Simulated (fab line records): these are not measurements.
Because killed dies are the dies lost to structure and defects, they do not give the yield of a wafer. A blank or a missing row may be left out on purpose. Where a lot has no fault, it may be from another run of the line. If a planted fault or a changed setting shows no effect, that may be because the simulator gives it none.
The tool behind it: which one? :: flow n5Finfet :: 12 lots with 33 wafers sampled at 5 steps, on a route of 1938 steps

== WHAT THE GAUGES SHOWED, per wafer ==
The record lacks any reading of a measuring or inspecting step that a usual standard deviation could be used to judge.

== TOOL THAT RAN EACH LOT (tool first, then ch and the chambers of the sampled wafers, then the start) ==
lot: L358
N5_BEOL_M5_ANNEAL_82: pvdSputter-03, day 9 02:18
N5_BEOL_M5_ANNEAL_84: pvdSputter-03, day 9 03:23
N5_BEOL_M5_ECD_50: ecdCu-01 ch 0,1, day 9 05:36
N5_BEOL_M5_CMP_52: cmp-03 ch 0,1,3, day 9 06:19
N5_BEOL_M5_DEP_56: pecvd-01 ch 1,2, day 9 06:43

lot: L361
N5_BEOL_M5_ANNEAL_82: pvdSputter-02, day 9 09:29
N5_BEOL_M5_ANNEAL_84: pvdSputter-02, day 9 10:35
N5_BEOL_M5_ECD_50: ecdCu-02 ch 0,1, day 9 12:47
N5_BEOL_M5_CMP_52: cmp-03 ch 0,1, day 9 15:08
N5_BEOL_M5_DEP_56: pecvd-04 ch 0,1, day 9 15:49

lot: L360
N5_BEOL_M5_ANNEAL_82: pvdSputter-01, day 9 11:28
N5_BEOL_M5_ANNEAL_84: pvdSputter-01, day 9 12:34
N5_BEOL_M5_ECD_50: ecdCu-01 ch 0,1, day 9 14:46
N5_BEOL_M5_CMP_52: cmp-01 ch 0,1,2, day 9 15:12
N5_BEOL_M5_DEP_56: pecvd-02 ch 0,1,2, day 9 15:55

lot: L359
N5_BEOL_M5_ANNEAL_82: pvdSputter-02, day 9 15:24
N5_BEOL_M5_ANNEAL_84: pvdSputter-02, day 9 16:29
N5_BEOL_M5_ECD_50: ecdCu-02 ch 0,1, day 9 18:42
N5_BEOL_M5_CMP_52: cmp-03 ch 1,3, day 9 19:05
N5_BEOL_M5_DEP_56: pecvd-01 ch 0,1, day 9 19:35

lot: L366
N5_BEOL_M5_ANNEAL_82: pvdSputter-03, day 11 22:45
N5_BEOL_M5_ANNEAL_84: pvdSputter-03, day 11 23:50
N5_BEOL_M5_ECD_50: ecdCu-02 ch 0,1, day 12 02:02
N5_BEOL_M5_CMP_52: cmp-03 ch 0,3, day 12 02:26
N5_BEOL_M5_DEP_56: pecvd-01 ch 0,2, day 12 02:55

lot: L369
N5_BEOL_M5_ANNEAL_82: pvdSputter-01, day 12 00:48
N5_BEOL_M5_ANNEAL_84: pvdSputter-01, day 12 01:53
N5_BEOL_M5_ECD_50: ecdCu-02 ch 0,1, day 12 04:06
N5_BEOL_M5_CMP_52: cmp-03 ch 0,2,3, day 12 04:29
N5_BEOL_M5_DEP_56: pecvd-02 ch 1,2, day 12 04:58

lot: L368
N5_BEOL_M5_ANNEAL_82: pvdSputter-01, day 13 04:34
N5_BEOL_M5_ANNEAL_84: pvdSputter-01, day 13 05:38
N5_BEOL_M5_ECD_50: ecdCu-02 ch 0, day 13 07:51
N5_BEOL_M5_CMP_52: cmp-03 ch 2,3, day 13 08:19
N5_BEOL_M5_DEP_56: pecvd-04 ch 1, day 13 08:55

lot: L367
N5_BEOL_M5_ANNEAL_82: pvdSputter-03, day 13 21:56
N5_BEOL_M5_ANNEAL_84: pvdSputter-03, day 13 23:01
N5_BEOL_M5_ECD_50: ecdCu-01 ch 0,1, day 14 01:15
N5_BEOL_M5_CMP_52: cmp-04 ch 0,1, day 14 01:43
N5_BEOL_M5_DEP_56: pecvd-02 ch 0,1,2, day 14 02:13

lot: L376
N5_BEOL_M5_ANNEAL_82: pvdSputter-01, day 15 04:44
N5_BEOL_M5_ANNEAL_84: pvdSputter-01, day 15 05:50
N5_BEOL_M5_ECD_50: ecdCu-01 ch 0,1, day 15 08:02
N5_BEOL_M5_CMP_52: cmp-04 ch 0,2, day 15 08:28
N5_BEOL_M5_DEP_56: pecvd-04 ch 1,2, day 15 08:55

lot: L375
N5_BEOL_M5_ANNEAL_82: pvdSputter-02, day 15 07:40
N5_BEOL_M5_ANNEAL_84: pvdSputter-02, day 15 08:45
N5_BEOL_M5_ECD_50: ecdCu-01 ch 0,1, day 15 10:58
N5_BEOL_M5_CMP_52: cmp-04 ch 1,3, day 15 11:23
N5_BEOL_M5_DEP_56: pecvd-01 ch 0, day 15 11:53

lot: L378
N5_BEOL_M5_ANNEAL_82: pvdSputter-03, day 15 08:18
N5_BEOL_M5_ANNEAL_84: pvdSputter-03, day 15 09:23
N5_BEOL_M5_ECD_50: ecdCu-01 ch 0,1, day 15 11:36
N5_BEOL_M5_CMP_52: cmp-01 ch 2,3, day 15 12:18
N5_BEOL_M5_DEP_56: pecvd-01 ch 0,1, day 15 13:00

lot: L379
N5_BEOL_M5_ANNEAL_82: pvdSputter-01, day 15 23:01
N5_BEOL_M5_ANNEAL_84: pvdSputter-01, day 16 00:06
N5_BEOL_M5_ECD_50: ecdCu-02 ch 0,1, day 16 02:20
N5_BEOL_M5_CMP_52: cmp-04 ch 1,2, day 16 02:42
N5_BEOL_M5_DEP_56: pecvd-02 ch 0,1,2, day 16 03:13
- N5_BEOL_M5_ANNEAL_82: time 1800 s.
- N5_BEOL_M5_ANNEAL_84: time 1800 s.
- N5_BEOL_M5_ECD_50: material Cu, target thk 300 nm.
- N5_BEOL_M5_CMP_52: polishes, stops on SiCOH lowk, t overpolish 6.9 s, target thk 62 nm.
- N5_BEOL_M5_DEP_56: deposits SiCN from 3MS/NH3, target thk 8 nm, time 14 s.

== WHAT THE TOOLS THEMSELVES READ (means of the sampled wafers that have a number; where no wafer has one, the mark that the record gives instead) ==
N5_BEOL_M5_ANNEAL_82.
lot: L358
tool: pvdSputter-03
heaterPowerW (W): 934

lot: L361
tool: pvdSputter-02
heaterPowerW (W): 918

lot: L360
tool: pvdSputter-01
heaterPowerW (W): 864

lot: L359
tool: pvdSputter-02
heaterPowerW (W): 937

lot: L366
tool: pvdSputter-03
heaterPowerW (W): 800

lot: L369
tool: pvdSputter-01
heaterPowerW (W): 880

lot: L368
tool: pvdSputter-01
heaterPowerW (W): 911

lot: L367
tool: pvdSputter-03
heaterPowerW (W): 803

lot: L376
tool: pvdSputter-01
heaterPowerW (W): 778

lot: L375
tool: pvdSputter-02
heaterPowerW (W): 958

lot: L378
tool: pvdSputter-03
heaterPowerW (W): 916

lot: L379
tool: pvdSputter-01
heaterPowerW (W): 808

N5_BEOL_M5_ANNEAL_84.
lot: L358
tool: pvdSputter-03
heaterPowerW (W): 941

lot: L361
tool: pvdSputter-02
heaterPowerW (W): 928

lot: L360
tool: pvdSputter-01
heaterPowerW (W): 881

lot: L359
tool: pvdSputter-02
heaterPowerW (W): 926

lot: L366
tool: pvdSputter-03
heaterPowerW (W): 795

lot: L369
tool: pvdSputter-01
heaterPowerW (W): 878

lot: L368
tool: pvdSputter-01
heaterPowerW (W): 910

lot: L367
tool: pvdSputter-03
heaterPowerW (W): 797

lot: L376
tool: pvdSputter-01
heaterPowerW (W): 773

lot: L375
tool: pvdSputter-02
heaterPowerW (W): 926

lot: L378
tool: pvdSputter-03
heaterPowerW (W): 907

lot: L379
tool: pvdSputter-01
heaterPowerW (W): 824

N5_BEOL_M5_CMP_52.
lot: L358
tool: cmp-03
clearingPlatenDownForcePsi (psi): 1.5002
motorCurrentA (A): 5.6
retainingRingPressureFrac: 1.005
timeToEndpointS (s): 61

lot: L361
tool: cmp-03
clearingPlatenDownForcePsi (psi): 1.5012
motorCurrentA (A): 5.5
retainingRingPressureFrac: 1.002
timeToEndpointS (s): 60

lot: L360
tool: cmp-01
clearingPlatenDownForcePsi (psi): 1.5013
motorCurrentA (A): 5.5
retainingRingPressureFrac: 1.003
timeToEndpointS (s): 63

lot: L359
tool: cmp-03
clearingPlatenDownForcePsi (psi): 1.5003
motorCurrentA (A): 5.7
retainingRingPressureFrac: 0.996
timeToEndpointS (s): 64

lot: L366
tool: cmp-03
clearingPlatenDownForcePsi (psi): 1.5019
motorCurrentA (A): 5.2
retainingRingPressureFrac: 1.001
timeToEndpointS (s): 63

lot: L369
tool: cmp-03
clearingPlatenDownForcePsi (psi): 1.4998
motorCurrentA (A): 5.9
retainingRingPressureFrac: 1.001
timeToEndpointS (s): 67

lot: L368
tool: cmp-03
clearingPlatenDownForcePsi (psi): 1.4999
motorCurrentA (A): 6.7
retainingRingPressureFrac: 1.000
timeToEndpointS (s): 65

lot: L367
tool: cmp-04
clearingPlatenDownForcePsi (psi): 1.4991
motorCurrentA (A): 6.3
retainingRingPressureFrac: 1.000
timeToEndpointS (s): 61

lot: L376
tool: cmp-04
clearingPlatenDownForcePsi (psi): 1.4999
motorCurrentA (A): 6.4
retainingRingPressureFrac: 1.000
timeToEndpointS (s): 48

lot: L375
tool: cmp-04
clearingPlatenDownForcePsi (psi): 1.4996
motorCurrentA (A): 5.8
retainingRingPressureFrac: 1.005
timeToEndpointS (s): 37

lot: L378
tool: cmp-01
clearingPlatenDownForcePsi (psi): 1.5029
motorCurrentA (A): 5.2
retainingRingPressureFrac: 1.004
timeToEndpointS (s): 50

lot: L379
tool: cmp-04
clearingPlatenDownForcePsi (psi): 1.4993
motorCurrentA (A): 5.6
retainingRingPressureFrac: 0.999
timeToEndpointS (s): 61

N5_BEOL_M5_DEP_56.
lot: L358
tool: pecvd-01
chamberPressureTorr (Torr): 2.993
showerheadPlenumPTorr (Torr): 3.680
throttleValvePct (%): 9.7

lot: L361
tool: pecvd-04
chamberPressureTorr (Torr): 3.005
showerheadPlenumPTorr (Torr): 3.670
throttleValvePct (%): 9.0

lot: L360
tool: pecvd-02
chamberPressureTorr (Torr): 3.003
showerheadPlenumPTorr (Torr): 3.665
throttleValvePct (%): 9.2

lot: L359
tool: pecvd-01
chamberPressureTorr (Torr): 2.998
showerheadPlenumPTorr (Torr): 3.680
throttleValvePct (%): 9.5

lot: L366
tool: pecvd-01
chamberPressureTorr (Torr): 3.001
showerheadPlenumPTorr (Torr): 3.674
throttleValvePct (%): 8.6

lot: L369
tool: pecvd-02
chamberPressureTorr (Torr): 3.004
showerheadPlenumPTorr (Torr): 3.675
throttleValvePct (%): 9.1

lot: L368
tool: pecvd-04
chamberPressureTorr (Torr): 2.995
showerheadPlenumPTorr (Torr): 3.663
throttleValvePct (%): 8.7

lot: L367
tool: pecvd-02
chamberPressureTorr (Torr): 3.006
showerheadPlenumPTorr (Torr): 3.667
throttleValvePct (%): 9.4

lot: L376
tool: pecvd-04
chamberPressureTorr (Torr): 2.991
showerheadPlenumPTorr (Torr): 3.659
throttleValvePct (%): 8.9

lot: L375
tool: pecvd-01
chamberPressureTorr (Torr): 3.007
showerheadPlenumPTorr (Torr): 3.678
throttleValvePct (%): 8.7

lot: L378
tool: pecvd-01
chamberPressureTorr (Torr): 3.002
showerheadPlenumPTorr (Torr): 3.677
throttleValvePct (%): 9.4

lot: L379
tool: pecvd-02
chamberPressureTorr (Torr): 3.000
showerheadPlenumPTorr (Torr): 3.674
throttleValvePct (%): 9.1

== THE ANSWER, worked out from the rows above alone ==
Rule: the usual values come from the lots themselves. Put in order of their means at a reading, lots are off if they are a third of the lots or fewer, leave a main group of 4 or more, and stand apart from it by a gap of 3 or more times the standard deviation of the main group's means; of several such gaps the widest counts. A main group whose means are all the same, to the digits that the tables above print for the reading, isn't used. Also off: a lot with no number at a reading for which 4 or more lots have one. All remaining lots with rows at the step are treated as sound. After the gauges, taken in route order, come the tools' own readings; for these a lot's mean is taken, as printed above. At the first step where some lot is off, the reading lying furthest off is the one used; lots without a number count as furthest.
Off at N5_BEOL_M5_CMP_52 (timeToEndpointS): L376, L375, L378. The main group has a mean of 63 s with a standard deviation of 2.1.
If a tool, at that step or one of the process steps before it, ran each lot that is off and ran no sound lot following the first of them, it fits. One fits: N5_BEOL_M5_ECD_50 on ecdCu-01. A fault onset in the window from L367 (day 14 01:15, its last sound lot) to L376 (day 15 08:02, its first lot off) fits.

== WHAT THE SIMULATOR HAD PUT IN ==
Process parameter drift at N5_BEOL_M5_ECD_50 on ecdCu-01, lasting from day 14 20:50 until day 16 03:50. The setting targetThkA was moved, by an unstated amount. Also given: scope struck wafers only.
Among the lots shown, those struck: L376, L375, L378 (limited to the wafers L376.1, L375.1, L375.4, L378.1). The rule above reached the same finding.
